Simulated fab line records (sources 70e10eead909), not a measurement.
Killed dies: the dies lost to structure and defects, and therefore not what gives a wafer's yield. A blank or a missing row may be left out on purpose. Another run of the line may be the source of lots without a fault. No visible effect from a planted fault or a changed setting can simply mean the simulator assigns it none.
Chamber matching + flow nand harc + NHARC_A_STAIRCASE_ETCH_253 on rie diel-08 has 4 sister chambers
The step etches the open film in C4F8/O2, target depth 50 nm, time 20.2 s. 4 wafers are shown with their chamber, then 8 later ones without.

== WAFERS PAIRED WITH THEIR CHAMBERS ==
| wafer  | chamber | rf vpp V (V) |
|--------|---------|--------------|
| L089.6 | 3       | 887          |
| L090.1 | 0       | 885          |
| L090.4 | 2       | 891          |
| L088.1 | 1       | 895          |

== WAFERS WITHOUT THEIR CHAMBER ==
| wafer  | rf vpp V (V) |
|--------|--------------|
| L088.3 | 886          |
| L088.5 | 885          |
| L096.1 | 907          |
| L096.4 | 895          |
| L096.6 | 906          |
| L097.1 | 906          |
| L097.3 | 905          |
| L097.4 | 892          |

== CHAMBER TAKEN BY EACH ==
| wafer  | from the rows above               | in truth |
|--------|-----------------------------------|----------|
| L088.3 | can't be placed: 0 or 3 or 2 or 1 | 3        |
| L088.5 | can't be placed: 0 or 3 or 2 or 1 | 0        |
| L096.1 | can't be placed: 1 or 2 or 3 or 0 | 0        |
| L096.4 | can't be placed: 1 or 2 or 3 or 0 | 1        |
| L096.6 | can't be placed: 1 or 2 or 3 or 0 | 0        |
| L097.1 | can't be placed: 1 or 2 or 3 or 0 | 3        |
| L097.3 | can't be placed: 1 or 2 or 3 or 0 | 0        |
| L097.4 | can't be placed: 2 or 1 or 3 or 0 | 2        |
Correctly placed: 0 of 8. From these rows, 8 cannot be placed; in 8 the true chamber is one of the candidates. Number placed wrongly: 0.
How it was worked out, from the rows above alone: a wafer's distance from a chamber is the root of the sum, over the readings, of the square of ((its reading less the chamber's mean) divided by the reading's scatter). The wafer belongs to the nearest chamber; if the next one is less than 2 further off, it can't be placed. For every chamber, the mean is computed from those of its wafers that are shown. The scatter: root of mean squared gap, hidden wafer to nearest shown wafer, with one shown wafer a chamber.
